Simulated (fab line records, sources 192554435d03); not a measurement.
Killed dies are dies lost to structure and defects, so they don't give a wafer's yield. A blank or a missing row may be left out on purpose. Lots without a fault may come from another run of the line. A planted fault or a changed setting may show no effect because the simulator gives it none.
fab line records | flow n5_finfet
record lots=24 wafers=72 last_day=21
route steps=1938 shown HKMG_FIN@430 GATE_CUT@487
lots that met no fault: from a run of the same line without faults
start_h: hours from the record's first day to the start of the lot's first wafer shown | wait_h: hours since the lot's step before | " the same as in the row above | L1.1+2: a row that stands for several wafers | - no value, or no start given | * or withheld: withheld | < > ~ a bound
route shown NAME@n: a module of which the file shows steps, and the number in the route of the first | usual: mean/standard deviation of fault-free wafers | same: alike in all rows | chamber/n: place in a boat | sites: the reading at each site | _std_site: their standard deviation | _edge_site: outer sites' mean less inner sites' | radius_mm: how far each site lies from the wafer's centre | mask NAME#n: copy n | behind: the tool/chamber that last shaped the wafer | hold: why the lot was held/for how many hours/how that ended | device: the transistor (n, p or np) that didn't switch | end of line: the same wafers' tests at the end of the route | a step without rows: its recipe alone | killed: dies lost to structure and defects at the first sort, not the wafer's yield | map: a wafer's dies, x killed, . not, _ none there
set.NAME: the setting as run; set.NAME@STEP: as run at that earlier step | model.NAME: the simulator's own value behind a step, which no gauge read
steps of the route over a sample of lots; a table a step, a row a wafer
services: from which hour (start_h, from the record's first day; less than 0 if before it) a tool's chamber was out of use, for how many hours, and why
## steps
# step N5_HKMG_FIN_CD_MEAS_12
# recipe target_cd_nm=92.8 landing_energy_ev=500 detector=se_inlens
# usual cd_nm=92.8/0.87
# columns lot.wafer tool chamber start_h wait_h cd_nm
L074.3 cd_sem-03 0 82.71 - 92.8
L074.4 " 0 " " 94.3
L074.5 " 0 " " 93.2
L075.1 cd_sem-03 0 82.87 - 92.5
L075.4 " 0 " " 91.4
L075.5 " 0 " " 93.6
L076.2 cd_sem-03 0 84.54 - 93.0
L076.5 " 0 " " 92.4
L076.6 " 0 " " 92.0
L077.2 cd_sem-02 0 90.61 - 92.6
L077.3 " 0 " " 93.4
L077.6 " 0 " " 92.5
L078.1 cd_sem-02 0 102.51 - 93.7
L078.4 " 0 " " 94.0
L078.6 " 0 " " 93.6
L079.2 cd_sem-03 0 106.87 - 92.4
L079.3 " 0 " " 92.5
L079.4 " 0 " " 92.6
L080.2 cd_sem-03 0 114.29 - 91.6
L080.4 " 0 " " 90.1
L080.5 " 0 " " 92.8
L081.1 cd_sem-01 0 124.45 - 91.9
L081.2 " 0 " " 93.0
L081.6 " 0 " " 91.3
L082.1 cd_sem-01 0 125.90 - 94.6
L082.3 " 0 " " 93.9
L082.6 " 0 " " 93.3
L083.1 cd_sem-03 0 132.61 - 93.3
L083.2 " 0 " " 94.3
L083.5 " 0 " " 93.5
L084.1 cd_sem-02 0 142.48 - 93.1
L084.3 " 0 " " 94.0
L084.5 " 0 " " 93.2
L085.2 cd_sem-01 0 149.04 - 93.9
L085.3 " 0 " " 94.1
L085.6 " 0 " " 93.0
L086.3 cd_sem-02 0 152.47 - 94.1
L086.5 " 0 " " 91.7
L086.6 " 0 " " 93.0
L087.1 cd_sem-03 0 155.65 - 93.0
L087.2 " 0 " " 93.6
L087.6 " 0 " " 94.1
L088.1 cd_sem-02 0 159.36 - 94.0
L088.5 " 0 " " 94.2
L088.6 " 0 " " 94.1
L089.1 cd_sem-02 0 165.89 - 92.8
L089.2 " 0 " " 91.5
L089.5 " 0 " " 93.1
L090.2 cd_sem-03 0 172.00 - 91.2
L090.3 " 0 " " 93.1
L090.6 " 0 " " 92.6
L091.3 cd_sem-02 0 176.05 - 93.5
L091.4 " 0 " " 92.1
L091.6 " 0 " " 91.3
L092.3 cd_sem-03 0 182.12 - 92.6
L092.5 " 0 " " 92.6
L092.6 " 0 " " 92.2
L093.1 cd_sem-03 0 189.67 - 91.6
L093.3 " 0 " " 90.7
L093.6 " 0 " " 93.3
L094.1 cd_sem-02 0 197.80 - 92.9
L094.3 " 0 " " 92.6
L094.4 " 0 " " 93.2
L095.1 cd_sem-02 0 205.07 - 92.7
L095.3 " 0 " " 92.7
L095.6 " 0 " " 93.1
L096.1 cd_sem-02 0 206.28 - 93.3
L096.5 " 0 " " 93.3
L096.6 " 0 " " 93.0
L097.2 cd_sem-03 0 217.54 - 92.4
L097.3 " 0 " " 93.0
L097.6 " 0 " " 91.4
# step N5_HKMG_FIN_ALD_91
# recipe material=TiN target_thk_a=10 temp_c=400 ald_precursor_family=TiCl4 ald_co_reactant=NH3 pulse_time_s=1 purge_time_s=3 co_reactant_purge_time_s=2 co_reactant_pulse_time_s=2 ald_cycles=47 pressure_torr=3
# usual heater_power_w=882/89 precursor_pulse_height_rel=0.998/0.021
# columns lot.wafer tool chamber start_h wait_h heater_power_w precursor_pulse_height_rel since_wet_clean_h
L074.3 ald_metal-02 3 84.14 0.4 923 1.028 5901
L074.4 " 0 " " 726 0.980 5901
L074.5 " 1 " " 971 1.019 -
L075.1 ald_metal-03 3 84.46 0.3 950 0.992 4363
L075.4 " 0 " " 965 0.953 4363
L075.5 " 2 " " 805 0.992 -
L076.2 ald_metal-03 1 85.61 0.3 781 1.013 4364
L076.5 " 0 " " 941 1.000 -
L076.6 " 3 " " 984 1.004 -
L077.2 ald_metal-01 3 91.68 0.3 968 0.988 1293
L077.3 " 0 " " 816 0.996 1293
L077.6 " 3 " " 964 1.010 -
L078.1 ald_metal-01 0 104.06 0.3 794 0.970 1305
L078.4 " 1 " " 1010 0.959 1305
L078.6 " 0 " " 806 0.974 -
L079.2 ald_metal-01 1 108.10 0.3 1005 1.009 1309
L079.3 " 2 " " 815 0.977 1309
L079.4 " 3 " " 950 0.957 1309
L080.2 ald_metal-03 0 116.24 0.3 967 1.005 4395
L080.4 " 2 " " 821 1.014 4395
L080.5 " 3 " " 972 0.987 -
L081.1 ald_metal-03 2 125.52 0.3 798 1.050 4404
L081.2 " 1 " " 784 0.989 4404
L081.6 " 2 " " 796 0.997 -
L082.1 ald_metal-02 0 127.00 0.3 748 0.972 5944
L082.3 " 2 " " 857 1.001 5944
L082.6 " 0 " " 722 0.954 -
L083.1 ald_metal-01 0 133.85 0.4 824 0.969 1335
L083.2 " 3 " " 943 1.023 1335
L083.5 " 0 " " 802 1.006 -
L084.1 ald_metal-03 0 143.55 0.3 953 0.995 4422
L084.3 " 3 " " 942 0.998 4422
L084.5 " 3 " " 954 0.991 -
L085.2 ald_metal-01 1 150.85 0.3 987 1.001 1352
L085.3 " 2 " " 803 1.038 1352
L085.6 " 1 " " 1024 1.017 -
L086.3 ald_metal-03 2 153.94 0.1 818 0.996 4432
L086.5 " 1 " " 785 1.013 -
L086.6 " 2 " " 831 1.019 -
L087.1 ald_metal-02 1 156.97 0.3 985 0.975 5974
L087.2 " 3 " " 920 1.017 5974
L087.6 " 2 " " 822 0.998 -
L088.1 ald_metal-02 1 160.43 0.3 991 0.993 5977
L088.5 " 0 " " 725 0.982 -
L088.6 " 3 " " 933 1.021 -
L089.1 ald_metal-03 2 167.13 0.3 800 1.001 4445
L089.2 " 0 " " 948 0.954 4445
L089.5 " 0 " " 964 1.014 -
L090.2 ald_metal-02 2 173.07 0.3 831 1.004 5990
L090.3 " 1 " " 995 0.991 5990
L090.6 " 1 " " 996 1.010 -
L091.3 ald_metal-03 2 177.12 0.1 831 1.005 4455
L091.4 " 2 " " 831 0.968 -
L091.6 " 1 " " 789 1.032 -
L092.3 ald_metal-03 1 183.87 0.1 786 1.006 4462
L092.5 " 0 " " 967 1.032 -
L092.6 " 1 " " 814 0.964 -
L093.1 ald_metal-03 0 190.74 0.3 959 0.990 4469
L093.3 " 2 " " 812 1.013 4469
L093.6 " 2 " " 824 1.021 -
L094.1 ald_metal-01 0 198.97 0.3 806 0.980 1400
L094.3 " 3 " " 994 1.004 1400
L094.4 " 1 " " 1013 1.000 1400
L095.1 ald_metal-02 3 206.22 0.3 907 0.973 6023
L095.3 " 1 " " 992 0.974 6023
L095.6 " 0 " " 760 1.013 -
L096.1 ald_metal-02 2 208.36 0.4 858 0.978 6025
L096.5 " 3 " " 933 1.003 -
L096.6 " 0 " " 725 1.008 -
L097.2 ald_metal-02 3 218.89 0.3 946 1.032 6036
L097.3 " 2 " " 849 1.030 6036
L097.6 " 2 " " 863 0.982 -
# step N5_GATE_CUT_CD_MEAS_13
# recipe target_cd_nm=20 landing_energy_ev=500 detector=se_inlens
# usual cd_nm=20.1/0.37
# columns lot.wafer tool chamber start_h wait_h cd_nm
L074.3 cd_sem-03 0 93.01 - 20.0
L074.4 " 0 " " 20.7
L074.5 " 0 " " 20.2
L075.1 cd_sem-03 0 93.11 - 20.4
L075.4 " 0 " " 20.4
L075.5 " 0 " " 19.8
L076.2 cd_sem-01 0 95.47 - 19.9
L076.5 " 0 " " 20.3
L076.6 " 0 " " 19.9
L077.2 cd_sem-02 0 101.22 - 20.0
L077.3 " 0 " " 20.3
L077.6 " 0 " " 19.8
L078.1 cd_sem-01 0 111.06 - 20.5
L078.4 " 0 " " 19.6
L078.6 " 0 " " 19.9
L079.2 cd_sem-02 0 115.99 - 20.1
L079.3 " 0 " " 19.5
L079.4 " 0 " " 19.5
L080.2 cd_sem-02 0 124.06 - 20.6
L080.4 " 0 " " 20.3
L080.5 " 0 " " 20.5
L081.1 cd_sem-01 0 133.04 - 20.4
L081.2 " 0 " " 20.1
L081.6 " 0 " " 20.7
L082.1 cd_sem-03 0 134.46 - 20.5
L082.3 " 0 " " 20.8
L082.6 " 0 " " 20.3
L083.1 cd_sem-03 0 140.99 - 19.8
L083.2 " 0 " " 20.2
L083.5 " 0 " " 19.7
L084.1 cd_sem-02 0 150.62 - 19.5
L084.3 " 0 " " 19.7
L084.5 " 0 " " 19.5
L085.2 cd_sem-03 0 158.12 - 20.1
L085.3 " 0 " " 19.5
L085.6 " 0 " " 20.1
L086.3 cd_sem-01 0 160.98 - 20.0
L086.5 " 0 " " 20.1
L086.6 " 0 " " 20.0
L087.1 cd_sem-03 0 163.99 - 19.9
L087.2 " 0 " " 20.1
L087.6 " 0 " " 19.6
L088.1 cd_sem-03 0 167.41 - 20.0
L088.5 " 0 " " 20.0
L088.6 " 0 " " 20.3
L089.1 cd_sem-01 0 174.49 - 20.1
L089.2 " 0 " " 20.4
L089.5 " 0 " " 20.4
L090.2 cd_sem-02 0 181.49 - 20.6
L090.3 " 0 " " 20.5
L090.6 " 0 " " 20.0
L091.3 cd_sem-02 0 184.34 - 19.8
L091.4 " 0 " " 19.8
L091.6 " 0 " " 19.4
L092.3 cd_sem-03 0 191.16 - 20.7
L092.5 " 0 " " 20.8
L092.6 " 0 " " 20.5
L093.1 cd_sem-01 0 197.74 - 20.0
L093.3 " 0 " " 20.1
L093.6 " 0 " " 20.8
L094.1 cd_sem-03 0 206.25 - 20.1
L094.3 " 0 " " 20.5
L094.4 " 0 " " 20.4
L095.1 cd_sem-01 0 213.49 - 19.8
L095.3 " 0 " " 20.1
L095.6 " 0 " " 19.9
L096.1 cd_sem-02 0 215.68 - 20.0
L096.5 " 0 " " 20.2
L096.6 " 0 " " 20.1
L097.2 cd_sem-01 0 226.00 - 19.5
L097.3 " 0 " " 19.8
L097.6 " 0 " " 19.4
# step N5_GATE_CUT_ETCH_37
# recipe chemistry=N2/H2 target=SOC target_depth_a=600 overetch_a=120 mask_material=SiARC temp_c=40 time_s=90 ion_energy_ev=200 pressure_mtorr=30 source_w=840 bias_w=150 n2_flow_sccm=200 h2_flow_sccm=200
# usual drypump_motor_current_A=5.7/0.39 oes_product_au=0.68/0.059 rf_vpp_V=523.5/2.6 showerhead_plenum_p_Torr=2.52/0.096 throttle_valve_pct=17.8/0.32
# same time_s=90
# columns lot.wafer tool chamber start_h wait_h drypump_motor_current_A oes_product_au rf_hours_counter_h rf_vpp_V showerhead_plenum_p_Torr throttle_valve_pct
L074.3 rie_diel-06 3 93.21 0.0 5.4 0.62 230 520.6 2.42 18.5
L074.4 " 2 " " 5.8 0.67 141 526.4 2.65 17.4
L074.5 " 3 " " 5.4 0.62 - 520.6 2.42 18.4
L075.1 rie_diel-03 2 93.47 0.0 6.0 0.66 165 520.7 2.43 17.5
L075.4 " 0 " " 5.2 0.61 220 523.0 2.50 18.1
L075.5 " 2 " " 6.0 0.65 - 521.2 2.43 17.5
L076.2 rie_diel-02 1 95.67 0.0 4.9 0.70 128 523.4 2.54 18.0
L076.5 " 2 " " 5.9 0.65 - 520.9 2.45 18.1
L076.6 " 1 " " 4.9 0.70 - 523.9 2.54 18.0
L077.2 rie_diel-03 1 101.50 0.0 5.9 0.67 191 527.6 2.63 17.8
L077.3 " 3 " " 6.5 0.70 106 524.3 2.55 17.6
L077.6 " 3 " " 6.5 0.70 - 524.4 2.55 17.6
L078.1 rie_diel-06 0 111.26 0.0 5.7 0.63 240 523.1 2.50 17.7
L078.4 " 1 " " 5.6 0.72 110 521.9 2.43 18.0
L078.6 " 3 " " 5.4 0.61 - 520.6 2.41 18.4
L079.2 rie_diel-03 2 116.20 0.0 6.0 0.65 170 521.1 2.43 17.5
L079.3 " 1 " " 6.0 0.66 194 525.5 2.63 17.8
L079.4 " 0 " " 5.2 0.61 223 523.2 2.50 18.1
L080.2 rie_diel-03 3 124.26 0.0 6.5 0.70 111 524.1 2.55 17.6
L080.4 " 0 " " 5.2 0.61 - 524.7 2.50 18.1
L080.5 " 3 " " 6.5 0.71 - 524.1 2.55 17.6
L081.1 rie_diel-02 1 133.24 0.0 4.9 0.70 136 525.4 2.54 18.0
L081.2 " 0 " " 5.8 0.76 52 521.6 2.46 17.6
L081.6 " 2 " " 5.8 0.66 - 521.2 2.45 18.1
L082.1 rie_diel-06 3 134.66 0.0 5.4 0.62 238 520.1 2.41 18.4
L082.3 " 2 " " 5.8 0.67 149 526.7 2.65 17.4
L082.6 " 0 " " 5.7 0.63 - 523.7 2.49 17.7
L083.1 rie_diel-06 3 141.19 0.0 5.4 0.61 239 520.7 2.41 18.5
L083.2 " 0 " " 5.7 0.62 247 522.4 2.49 17.7
L083.5 " 1 " " 5.6 0.71 - 520.2 2.43 18.0
L084.1 rie_diel-03 0 150.82 0.0 5.3 0.61 232 523.0 2.50 18.1
L084.3 " 2 " " 6.0 0.65 176 521.8 2.43 17.6
L084.5 " 1 " " 5.9 0.65 - 526.9 2.63 17.8
L085.2 rie_diel-03 2 158.51 0.0 6.0 0.65 179 521.1 2.43 17.6
L085.3 " 3 " " 6.4 0.69 121 524.1 2.54 17.6
L085.6 " 0 " " 5.2 0.61 - 523.5 2.50 18.1
L086.3 rie_diel-06 2 161.18 0.0 5.8 0.65 159 527.0 2.64 17.4
L086.5 " 2 " " 5.8 0.66 - 526.3 2.64 17.4
L086.6 " 1 " " 5.6 0.71 - 520.7 2.42 18.0
L087.1 rie_diel-06 2 164.19 0.0 5.8 0.66 160 525.9 2.64 17.4
L087.2 " 3 " " 5.4 0.60 248 519.8 2.41 18.5
L087.6 " 2 " " 5.8 0.67 - 526.2 2.64 17.4
L088.1 rie_diel-06 2 167.61 0.0 5.8 0.67 162 526.8 2.64 17.4
L088.5 " 3 " " 5.4 0.60 - 520.4 2.41 18.5
L088.6 " 1 " " 5.6 0.70 - 521.6 2.42 18.0
L089.1 rie_diel-02 2 174.74 0.0 5.8 0.64 182 521.1 2.44 18.2
L089.2 " 0 " " 5.8 0.74 65 522.0 2.45 17.6
L089.5 " 2 " " 5.8 0.64 - 520.8 2.44 18.2
L090.2 rie_diel-03 2 181.69 0.0 6.0 0.64 187 520.9 2.42 17.6
L090.3 " 3 " " 6.5 0.69 129 524.2 2.54 17.6
L090.6 " 1 " " 5.9 0.65 - 524.5 2.62 17.8
L091.3 rie_diel-02 3 184.54 0.0 5.4 0.77 35 528.4 2.69 17.5
L091.4 " 1 " " 4.8 0.69 153 524.2 2.53 18.1
L091.6 " 2 " " 5.8 0.64 - 521.5 2.44 18.2
L092.3 rie_diel-03 3 191.36 0.0 6.5 0.69 133 523.3 2.54 17.6
L092.5 " 2 " " 6.0 0.64 - 520.2 2.42 17.6
L092.6 " 1 " " 5.9 0.65 - 525.9 2.62 17.8
L093.1 rie_diel-03 1 198.09 0.0 5.9 0.65 220 524.9 2.62 17.8
L093.3 " 0 " " 5.2 0.60 250 522.1 2.49 18.1
L093.6 " 1 " " 5.9 0.65 - 526.0 2.62 17.8
L094.1 rie_diel-02 1 207.22 0.0 4.8 0.68 163 522.0 2.53 18.1
L094.3 " 0 " " 5.8 0.73 79 519.5 2.45 17.6
L094.4 " 2 " " 5.9 0.63 194 520.4 2.44 18.2
L095.1 rie_diel-02 3 213.70 0.0 5.4 0.76 46 528.7 2.69 17.5
L095.3 " 2 " " 5.9 0.63 196 521.0 2.44 18.2
L095.6 " 3 " " 5.4 0.76 - 528.1 2.69 17.5
L096.1 rie_diel-06 1 215.88 0.0 5.7 0.69 147 521.2 2.41 18.1
L096.5 " 0 " " 5.7 0.84 - 522.9 2.48 17.2
L096.6 " 1 " " 5.6 0.69 - 521.5 2.41 18.0
L097.2 rie_diel-06 3 226.21 0.0 5.3 0.86 7 529.0 2.73 18.1
L097.3 " 1 " " 5.6 0.69 151 520.8 2.41 18.1
L097.6 " 3 " " 5.4 0.86 - 527.8 2.72 18.1
# step N5_GATE_CUT_STRIP_42
# recipe chemistry=O2 power_w=400 temp_c=40 pressure_mtorr=30 rf_frequency_hz=6e+07 bias_power_w=0 overash_fraction=0.3 o2_flow_sccm=225
# usual drypump_motor_current_A=5.7/0.39 oes_product_au=0.75/0.068 rf_vpp_V=3.6/0.47 showerhead_plenum_p_Torr=2.08/0.08 throttle_valve_pct=16.7/0.32
# columns lot.wafer tool chamber start_h wait_h drypump_motor_current_A oes_product_au rf_hours_counter_h rf_vpp_V showerhead_plenum_p_Torr throttle_valve_pct
L074.3 rie_diel-06 3 93.38 0.0 5.4 0.68 230 3.5 1.96 17.0
L074.4 " 2 " " 5.8 0.74 141 2.9 2.16 16.1
L074.5 " 3 " " 5.4 0.67 - 3.4 1.96 17.0
L075.1 rie_diel-03 2 93.63 0.0 6.0 0.73 166 3.0 2.00 16.3
L075.4 " 0 " " 5.3 0.69 220 3.6 2.06 17.0
L075.5 " 2 " " 6.0 0.73 - 4.2 2.00 16.3
L076.2 rie_diel-02 1 95.83 0.0 4.8 0.79 128 3.5 2.13 17.0
L076.5 " 2 " " 5.9 0.73 - 3.5 2.00 16.9
L076.6 " 1 " " 4.8 0.80 - 4.1 2.13 17.0
L077.2 rie_diel-03 1 101.66 0.0 5.9 0.75 191 3.5 2.16 16.6
L077.3 " 3 " " 6.5 0.77 106 3.9 2.12 16.6
L077.6 " 3 " " 6.4 0.77 - 3.2 2.12 16.6
L078.1 rie_diel-06 0 111.43 0.0 5.7 0.69 240 4.0 2.08 16.8
L078.4 " 1 " " 5.6 0.80 110 3.7 2.04 17.1
L078.6 " 3 " " 5.4 0.68 - 3.0 1.96 17.0
L079.2 rie_diel-03 2 116.37 0.0 6.0 0.73 170 3.4 2.00 16.4
L079.3 " 1 " " 5.9 0.74 194 3.0 2.16 16.6
L079.4 " 0 " " 5.2 0.69 223 3.5 2.06 17.0
L080.2 rie_diel-03 3 124.42 0.0 6.5 0.76 111 3.4 2.12 16.6
L080.4 " 0 " " 5.2 0.68 - 4.5 2.06 17.0
L080.5 " 3 " " 6.5 0.76 - 3.1 2.12 16.6
L081.1 rie_diel-02 1 133.41 0.0 4.8 0.78 136 3.1 2.13 17.0
L081.2 " 0 " " 5.8 0.86 52 3.6 2.03 16.5
L081.6 " 2 " " 5.8 0.72 - 4.7 2.00 16.9
L082.1 rie_diel-06 3 134.83 0.0 5.4 0.68 238 3.5 1.95 17.1
L082.3 " 2 " " 5.8 0.73 149 3.9 2.16 16.1
L082.6 " 0 " " 5.7 0.69 - 3.3 2.08 16.8
L083.1 rie_diel-06 3 141.36 0.0 5.4 0.66 239 4.3 1.95 17.0
L083.2 " 0 " " 5.7 0.69 247 3.6 2.08 16.8
L083.5 " 1 " " 5.6 0.79 - 3.8 2.03 17.1
L084.1 rie_diel-03 0 150.99 0.0 5.3 0.68 232 2.9 2.05 17.0
L084.3 " 2 " " 6.0 0.73 176 3.7 2.00 16.4
L084.5 " 1 " " 5.9 0.74 - 3.6 2.16 16.6
L085.2 rie_diel-03 2 158.68 0.0 6.0 0.72 179 4.1 2.00 16.4
L085.3 " 3 " " 6.5 0.76 121 3.7 2.12 16.6
L085.6 " 0 " " 5.2 0.67 - 3.5 2.05 17.0
L086.3 rie_diel-06 2 161.34 0.0 5.8 0.73 159 4.0 2.16 16.2
L086.5 " 2 " " 5.8 0.73 - 3.5 2.16 16.2
L086.6 " 1 " " 5.6 0.79 - 2.7 2.03 17.1
L087.1 rie_diel-06 2 164.36 0.0 5.8 0.72 160 3.5 2.16 16.2
L087.2 " 3 " " 5.4 0.66 248 3.2 1.95 17.1
L087.6 " 2 " " 5.8 0.72 - 4.0 2.16 16.2
L088.1 rie_diel-06 2 167.77 0.0 5.8 0.73 162 3.6 2.16 16.2
L088.5 " 3 " " 5.4 0.67 - 4.2 1.95 17.1
L088.6 " 1 " " 5.6 0.78 - 3.2 2.03 17.1
L089.1 rie_diel-02 2 174.91 0.0 5.8 0.71 182 3.8 2.00 17.0
L089.2 " 0 " " 5.8 0.84 65 3.4 2.03 16.5
L089.5 " 2 " " 5.8 0.70 - 4.2 2.00 17.0
L090.2 rie_diel-03 2 181.86 0.0 6.0 0.73 187 3.6 1.99 16.4
L090.3 " 3 " " 6.5 0.75 129 2.7 2.11 16.7
L090.6 " 1 " " 5.9 0.72 - 3.1 2.15 16.7
L091.3 rie_diel-02 3 184.71 0.0 5.4 0.86 35 3.1 2.24 16.4
L091.4 " 1 " " 4.9 0.77 153 3.6 2.13 17.0
L091.6 " 2 " " 5.8 0.71 - 4.3 2.00 17.0
L092.3 rie_diel-03 3 191.53 0.0 6.4 0.74 133 4.0 2.11 16.7
L092.5 " 2 " " 6.0 0.71 - 4.3 1.99 16.4
L092.6 " 1 " " 5.9 0.72 - 4.5 2.15 16.6
L093.1 rie_diel-03 1 198.25 0.0 5.9 0.71 220 3.2 2.15 16.7
L093.3 " 0 " " 5.3 0.66 250 3.8 2.05 17.0
L093.6 " 1 " " 5.9 0.71 - 3.1 2.15 16.7
L094.1 rie_diel-02 1 207.38 0.0 4.8 0.75 163 3.5 2.12 17.0
L094.3 " 0 " " 5.8 0.82 79 3.4 2.02 16.6
L094.4 " 2 " " 5.9 0.69 194 4.0 1.99 17.0
L095.1 rie_diel-02 3 213.86 0.0 5.4 0.84 46 3.4 2.23 16.4
L095.3 " 2 " " 5.8 0.70 196 4.6 1.99 17.0
L095.6 " 3 " " 5.4 0.85 - 3.5 2.23 16.4
L096.1 rie_diel-06 1 216.05 0.0 5.6 0.77 147 3.8 2.02 17.1
L096.5 " 0 " " 5.7 0.95 - 3.5 2.07 16.3
L096.6 " 1 " " 5.6 0.76 - 3.8 2.02 17.2
L097.2 rie_diel-06 3 226.38 0.0 5.4 0.95 7 3.1 2.21 16.6
L097.3 " 1 " " 5.6 0.77 151 3.7 2.02 17.2
L097.6 " 3 " " 5.4 0.94 - 4.1 2.21 16.6
# step N5_GATE_CUT_CUT_ETCH_55
# recipe chemistry=BCl3 target=HfO2 mask_material=SiO2 target_depth_a=32 ion_energy_ev=30 pressure_mtorr=5 icp_w=450 bias_w=18 bcl3_flow_sccm=80
# usual bcl3_flow_sccm=80.00/0.24 drypump_motor_current_A=6.0/0.46 he_backside_leak_sccm=3.36/0.27 oes_product_au=0.75/0.072 throttle_valve_pct=33.1/0.57
# columns lot.wafer tool chamber start_h wait_h bcl3_flow_sccm drypump_motor_current_A he_backside_leak_sccm oes_product_au rf_hours_counter_h throttle_valve_pct
L074.3 rie_metal-02 1 93.65 0.0 80.13 5.4 3.11 0.71 - 33.2
L074.4 " 0 " " 79.84 5.4 3.61 0.81 - 33.2
L074.5 " 1 " " 79.61 5.5 2.90 0.72 - 33.1
L075.1 rie_metal-03 1 93.90 0.0 79.70 6.5 3.25 0.65 108 33.8
L075.4 " 0 " " 79.93 5.7 3.12 0.83 - 32.8
L075.5 " 0 " " 79.82 5.7 3.15 0.83 - 32.8
L076.2 rie_metal-03 0 96.10 0.0 80.57 5.7 3.30 0.84 29 32.8
L076.5 " 1 " " 79.84 6.5 3.47 0.65 - 33.7
L076.6 " 0 " " 80.26 5.7 3.60 0.84 - 32.8
L077.2 rie_metal-01 0 101.93 0.0 80.25 6.4 3.34 0.85 21 31.9
L077.3 " 0 " " 79.90 6.4 3.39 0.85 - 31.9
L077.6 " 0 " " 80.04 6.4 3.29 0.85 - 31.9
L078.1 rie_metal-02 0 111.70 0.0 79.91 5.4 3.61 0.81 32 33.3
L078.4 " 0 " " 80.11 5.4 3.68 0.81 - 33.3
L078.6 " 1 " " 80.07 5.4 3.21 0.71 - 33.2
L079.2 rie_metal-03 0 116.63 0.0 80.08 5.6 3.57 0.82 30 32.8
L079.3 " 0 " " 79.92 5.7 3.55 0.83 - 32.8
L079.4 " 1 " " 80.22 6.5 3.41 0.64 - 33.7
L080.2 rie_metal-03 1 124.69 0.0 80.34 6.5 5.54 0.65 109 33.8
L080.4 " 1 " " 79.95 6.5 3.39 0.65 - 33.7
L080.5 " 0 " " 80.33 5.7 3.33 0.83 - 32.8
L081.1 rie_metal-02 0 133.67 0.0 79.73 5.4 3.58 0.81 33 33.2
L081.2 " 1 " " 79.80 5.4 3.04 0.71 85 33.2
L081.6 " 1 " " 79.72 5.4 3.02 0.71 - 33.1
L082.1 rie_metal-01 0 135.10 0.0 80.18 6.4 3.40 0.84 23 31.9
L082.3 " 1 " " 79.77 6.3 3.28 0.73 - 33.4
L082.6 " 1 " " 80.00 6.3 3.35 0.74 - 33.4
L083.1 rie_metal-01 0 141.62 0.0 80.09 6.4 3.29 0.84 23 31.9
L083.2 " 1 " " 80.04 6.3 3.27 0.72 72 33.4
L083.5 " 1 " " 79.92 6.3 3.23 0.73 - 33.4
L084.1 rie_metal-02 1 151.27 0.0 79.91 5.4 3.31 0.71 87 33.2
L084.3 " 1 " " 80.08 5.4 3.09 0.70 - 33.2
L084.5 " 0 " " 80.13 5.4 3.32 0.81 - 33.3
L085.2 rie_metal-03 1 158.95 0.0 80.20 6.5 3.24 0.64 111 33.7
L085.3 " 0 " " 80.36 5.7 3.30 0.81 - 32.8
L085.6 " 0 " " 80.12 5.7 3.28 0.81 - 32.8
L086.3 rie_metal-02 0 161.62 0.0 79.67 5.4 3.67 0.80 - 33.2
L086.5 " 1 " " 79.65 5.4 3.34 0.70 - 33.2
L086.6 " 0 " " 80.14 5.4 3.60 0.80 - 33.2
L087.1 rie_metal-03 0 164.62 0.0 79.90 5.7 3.45 0.82 33 32.8
L087.2 " 1 " " 80.13 6.5 3.21 0.63 112 33.7
L087.6 " 0 " " 80.11 5.7 3.61 0.82 - 32.8
L088.1 rie_metal-03 0 168.04 0.0 79.92 5.7 3.30 0.80 33 32.8
L088.5 " 0 " " 80.16 5.7 3.44 0.82 - 32.8
L088.6 " 1 " " 79.93 6.5 3.38 0.63 - 33.8
L089.1 rie_metal-01 0 175.17 0.0 79.90 6.4 3.00 0.82 26 31.9
L089.2 " 1 " " 79.82 6.3 3.34 0.73 75 33.4
L089.5 " 1 " " 79.76 6.3 3.35 0.73 - 33.4
L090.2 rie_metal-03 1 182.12 0.0 79.72 6.5 3.42 0.63 114 33.7
L090.3 " 0 " " 80.27 5.7 3.46 0.81 - 32.8
L090.6 " 0 " " 80.09 5.7 3.45 0.81 - 32.8
L091.3 rie_metal-02 0 184.98 0.0 80.23 5.4 3.49 0.80 - 33.3
L091.4 " 1 " " 79.74 5.4 3.22 0.70 - 33.2
L091.6 " 0 " " 80.20 5.4 3.65 0.79 - 33.3
L092.3 rie_metal-03 0 191.80 0.0 80.07 5.8 3.18 0.81 - 32.8
L092.5 " 1 " " 79.96 6.5 3.55 0.63 - 33.8
L092.6 " 0 " " 80.51 5.7 3.31 0.81 - 32.8
L093.1 rie_metal-03 1 198.52 0.0 80.25 6.5 3.33 0.63 115 33.8
L093.3 " 1 " " 80.11 6.5 3.33 0.63 - 33.8
L093.6 " 1 " " 80.09 6.5 3.30 0.64 - 33.8
L094.1 rie_metal-02 0 207.65 0.0 80.22 5.4 3.56 0.78 40 33.3
L094.3 " 0 " " 80.36 5.4 3.50 0.79 - 33.3
L094.4 " 1 " " 80.30 5.5 3.14 0.69 - 33.2
L095.1 rie_metal-01 1 214.13 0.0 79.74 6.3 3.24 0.72 79 33.4
L095.3 " 0 " " 80.27 6.4 3.22 0.81 - 31.9
L095.6 " 0 " " 80.55 6.4 3.34 0.82 - 31.9
L096.1 rie_metal-01 1 216.31 0.0 80.32 6.3 3.38 0.72 79 33.4
L096.5 " 0 " " 79.73 6.4 3.44 0.82 - 31.9
L096.6 " 1 " " 80.20 6.3 3.29 0.72 - 33.4
L097.2 rie_metal-01 0 226.65 0.0 80.06 6.4 3.23 0.81 32 31.9
L097.3 " 1 " " 80.07 6.3 3.26 0.72 - 33.4
L097.6 " 1 " " 79.95 6.3 3.14 0.72 - 33.4
## services
# columns tool chamber start_h hours kind
ald_metal-02 1 66.81 6.3 repair
rie_diel-02 1 82.56 4.2 repair
rie_diel-06 - 82.88 0.7 repair
ald_metal-02 - 114.20 0.7 repair
rie_diel-03 2 118.77 6.3 repair
rie_metal-01 0 124.30 5.3 repair
ald_metal-01 - 124.88 0.9 repair
rie_metal-03 - 140.36 2.8 pm
rie_diel-06 0 152.53 - clean
rie_diel-06 0 152.53 - consumable_replace:focus_ring
rie_diel-06 0 152.53 21.1 scheduled_down
rie_diel-06 0 152.53 21.1 vent_cycle
ald_metal-01 1 154.10 16.1 repair
ald_metal-03 3 160.13 24.5 repair
rie_metal-02 1 166.21 4.4 repair
rie_metal-01 - 177.00 0.5 repair
rie_diel-06 3 179.10 4.1 repair
rie_diel-06 3 183.24 - clean
rie_diel-06 3 183.24 - consumable_replace:focus_ring
rie_diel-06 3 183.24 - consumable_replace:showerhead
rie_diel-06 3 183.24 21.2 scheduled_down
rie_diel-06 3 183.24 21.2 vent_cycle
ald_metal-03 - 207.08 6.0 pm
rie_metal-03 - 217.63 28.1 pm
## key
fault none
